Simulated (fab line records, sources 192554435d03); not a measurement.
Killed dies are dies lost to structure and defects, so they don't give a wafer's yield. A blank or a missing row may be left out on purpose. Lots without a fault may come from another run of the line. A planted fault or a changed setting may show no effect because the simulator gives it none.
Split-lot experiment | flow n5_finfet | 7 lots, 33 wafers read, on a route of 1938 steps

THE SPLIT
At N5_BEOL_M10_DEVELOP_27 (develop time 30 s), the setting develop_time_s was moved away from the recipe's 30 s on 13 of the 33 wafers read, by -57.9% to +42.7%. The other wafers ran this setting at the recipe's value.

The file shows no step between the split and the reading.

THE READING
cd_nm, in nm, at N5_BEOL_M10_CD_MEAS_28 (target cd 70 nm). Fault-free wafers of this fab line usually give 69.6 nm, standard deviation 0.72 nm.

wafer  | tool, chamber at the split | develop_time_s as run, s | against the recipe | cd_nm, nm | against lot-mates on the recipe
L075.3 | litho_track-02, 0          | 30                       | recipe             | 68.6      | -
L075.5 | litho_track-02, 0          | 30                       | recipe             | 69.4      | -
L075.6 | litho_track-02, 0          | 22.75                    | -24.2%             | 66.8      | -2.2
L079.1 | litho_track-01, 0          | 30                       | recipe             | 70.2      | -
L079.2 | litho_track-01, 0          | 30                       | recipe             | 69.3      | -
L079.3 | litho_track-01, 0          | 22.13                    | -26.2%             | 67.4      | -2.4
L079.4 | litho_track-01, 0          | 22.13                    | -26.2%             | 67.5      | -2.3
L079.5 | litho_track-01, 0          | 22.13                    | -26.2%             | 67.7      | -2.1
L079.6 | litho_track-01, 0          | 30                       | recipe             | 69.8      | -
L084.1 | litho_track-03, 0          | 14.1                     | -53.0%             | 63.7      | -4.8
L084.2 | litho_track-03, 0          | 14.1                     | -53.0%             | 63.2      | -5.3
L084.3 | litho_track-03, 0          | 30                       | recipe             | 68.4      | -
L084.4 | litho_track-03, 0          | 30                       | recipe             | 68.6      | -
L084.5 | litho_track-03, 0          | 14.1                     | -53.0%             | 62.9      | -5.6
L084.6 | litho_track-03, 0          | 30                       | recipe             | 68.4      | -
L085.2 | litho_track-01, 0          | 30                       | recipe             | 68.6      | -
L085.4 | litho_track-01, 0          | 30                       | recipe             | 69.3      | -
L085.6 | litho_track-01, 0          | 30                       | recipe             | 69.8      | -
L092.1 | litho_track-01, 0          | 42.8                     | +42.7%             | 72.7      | +3.8
L092.2 | litho_track-01, 0          | 42.8                     | +42.7%             | 70.9      | +2.0
L092.3 | litho_track-01, 0          | 42.8                     | +42.7%             | 72.0      | +3.1
L092.4 | litho_track-01, 0          | 30                       | recipe             | 68.5      | -
L092.5 | litho_track-01, 0          | 30                       | recipe             | 69.4      | -
L092.6 | litho_track-01, 0          | 30                       | recipe             | 68.9      | -
L096.1 | litho_track-02, 0          | 12.63                    | -57.9%             | 64.8      | -5.1
L096.2 | litho_track-02, 0          | 12.63                    | -57.9%             | 63.3      | -6.6
L096.3 | litho_track-02, 0          | 30                       | recipe             | 69.7      | -
L096.4 | litho_track-02, 0          | 30                       | recipe             | 69.1      | -
L096.5 | litho_track-02, 0          | 12.63                    | -57.9%             | 63.9      | -6.0
L096.6 | litho_track-02, 0          | 30                       | recipe             | 70.8      | -
L097.1 | litho_track-03, 0          | 30                       | recipe             | 69.2      | -
L097.2 | litho_track-03, 0          | 30                       | recipe             | 69.2      | -
L097.5 | litho_track-03, 0          | 30                       | recipe             | 69.0      | -

THE FIT
A straight line over all 33 wafers: cd_nm changes by +0.0874 nm for each +1% of develop_time_s; r = +0.95; the points scatter about the line by 0.79 nm.
The same after taking each lot's own level away (the mean of its wafers on the recipe; 33 wafers): +0.0902 nm for each +1%; r = +0.98; scatter 0.57 nm.
On that fit, the largest move of develop_time_s shifts the reading by 5.2 nm.
The lots' own levels span 68.47 to 69.87 nm, that is 1.9 times the standard deviation above.
So the lot-to-lot level changes the slope little: the two slopes agree.
Check: with one of the wafers moved furthest among these (-57.9%) left out of the fit, the line predicts -5.44 nm for it against its lot-mates. It came out at -5.07 nm against them.

OTHER SPLITS ON THESE WAFERS
These wafers also went through other splits before the reading. Each is held against what the fit with the lots' levels taken away leaves over:
other split on the same wafers | wafers away from the commonest value | r with cd_nm (lot level and that fit taken away)
N5_BEOL_M8_ILD_DEP_00 time_s   | 14                                   | +0.08

THE WHOLE CHAIN: every reading that the file lists as answering this split, in the file's order
step                   | what it does      | reading                                                                             | change (the file's fit)                | r (the file's)
N5_BEOL_M10_DEVELOP_27 | develop time 30 s | CAR-ArF_of_BEOL_M10_COAT_22.thk_nm (the simulator's own value, which no gauge read) | -0.0126 nm for each +1% of the setting | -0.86
N5_BEOL_M10_CD_MEAS_28 | target cd 70 nm   | cd_nm                                                                               | +0.0925 nm for each +1% of the setting | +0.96

THE FILE'S OWN FIT
cd_nm changes by +0.0925 nm for each +1% of develop_time_s, r = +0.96.
